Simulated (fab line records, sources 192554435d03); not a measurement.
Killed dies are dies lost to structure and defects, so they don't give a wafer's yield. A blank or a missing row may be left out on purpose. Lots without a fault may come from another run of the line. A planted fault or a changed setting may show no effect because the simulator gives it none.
Problem report in the 8D (eight disciplines) form, filled by code | flow n5_finfet | the parts of the form that need people (team, actions taken, sign-off) are left out

1. THE PROBLEM
run_length_s at N5_BEOL_M1_COAT_76 reads a mean of 83.18 s on 2 wafers of 1 lot; wafers without a fault read 66.04 s with a standard deviation of 0.16. That is +99 or more standard deviations from the usual mean.
The step: time 60 s, resist thk 5 nm.
First seen on wafer L992.1, day 8 23:29, on litho_track-02. The record holds 30 wafers of 10 lots with a number at this step. Rule for "out", or "out of limits": more than 4 standard deviations from the usual mean. The other wafers with a number count as sound.

2. WHAT IT IS AND WHAT IT IS NOT
question                    | is               | is not
which readings at this step | run_length_s     | -
which lots                  | L992             | L100, L101, L102, L103, L104, L981, L983, L985, L987
which wafers of those lots  | L992.1, L992.2   | L992.5
read on which tools         | litho_track-02   | litho_track-01, litho_track-03
when                        | from day 8 23:29 | up to then (13 sound wafers); but 15 sound wafers of L100, L101, L102, L103, L104 came after

3. SUSPECTS, AND WHAT RULES EACH OUT
Counting: a tool at a process step up to the reading stays a suspect if it ran every lot that is out. Sound lots after the first of them don't rule it out here, since some wafers of a struck lot are sound.
- litho_track-02 at N5_BEOL_M1_COAT_76 (time 60 s, resist thk 5 nm): kept. It ran the lot that is out, L992 (day 8 23:29); its last sound lot up to then is L983 (day 6 19:05). Its own readings are out on those wafers: run_length_s.
Left after counting: litho_track-02 at N5_BEOL_M1_COAT_76.

4. THE CAUSE (what the simulator had put in)
Process parameter drift: litho_track-02, from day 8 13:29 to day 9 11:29, at N5_BEOL_M1_COAT_76. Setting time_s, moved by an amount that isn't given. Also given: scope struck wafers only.
Counting left only this tool.

5. THE CHAIN OF EFFECTS, in route order
Each row: a reading whose mean over the struck wafers that have a number lies more than 3 standard deviations from the usual. Only readings for which the record gives a usual standard deviation are gone through. hours: the time from each lot's start at the first step in this table that gives one to its start at this step, as a median over the lots. sigmas: the change in usual standard deviations.
hours | step               | reading      | usual   | on struck wafers | change | sigmas
0     | N5_BEOL_M1_COAT_76 | run_length_s | 66.04 s | 83.18            | +17.14 | +99 or more
The process steps in it:
- N5_BEOL_M1_COAT_76: time 60 s, resist thk 5 nm.
Later measuring or inspecting steps at which every struck wafer that the step has a row for has a number for every such reading, and none has moved that far: N5_BEOL_M1_INSPECT_30, N5_BEOL_M4_RC_MEAS_101.

6. WHAT WOULD HAVE CAUGHT IT SOONER
In this record the first reading out of limits was taken at day 8 23:29, 10 hours after the fault began at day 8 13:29.
